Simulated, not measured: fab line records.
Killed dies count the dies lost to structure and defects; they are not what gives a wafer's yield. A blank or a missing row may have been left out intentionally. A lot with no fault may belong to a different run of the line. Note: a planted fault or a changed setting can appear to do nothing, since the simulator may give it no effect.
Matching of chambers -- flow n5Finfet -- 3 sister chambers for N5_BEOL_M3_PRE_CLEAN_60 on cvdCo-02
The step time 15 s. 6 wafers are shown with their chamber, then 11 later ones without.

## WAFERS, EACH WITH ITS CHAMBER
wafer,chamber,heaterPowerW (W)
L080.6,2,116
L084.3,2,117
L085.2,1,61
L085.4,0,71
L085.6,1,59
L087.2,0,74

## WAFERS MISSING THEIR CHAMBER
wafer,heaterPowerW (W)
L087.5,118
L087.6,72
L088.2,73
L088.3,60
L088.5,118
L089.2,73
L089.3,61
L089.6,60
L093.1,60
L093.4,74
L093.5,60

## WHICH CHAMBER EACH WENT THROUGH
wafer,from the rows above,in truth
L087.5,2,2
L087.6,0,0
L088.2,0,0
L088.3,1,1
L088.5,2,2
L089.2,0,0
L089.3,1,1
L089.6,1,1
L093.1,1,1
L093.4,0,0
L093.5,1,1
Correctly placed: 11 of 11. Can't be placed from these rows: 0. 0 placed wrongly.
How it was worked out, from the rows above alone: a wafer's distance from a chamber is the root of the sum, over the readings, of the square of ((its reading less the chamber's mean) divided by the reading's scatter). The wafer belongs to the nearest chamber; if the next one is less than 2 further off, it can't be placed. The mean given for a chamber averages the wafers shown for that chamber. The scatter is the square root of a quotient: the sum, over the shown wafers, of each reading's squared deviation from its chamber's mean, divided by wafers minus chambers.
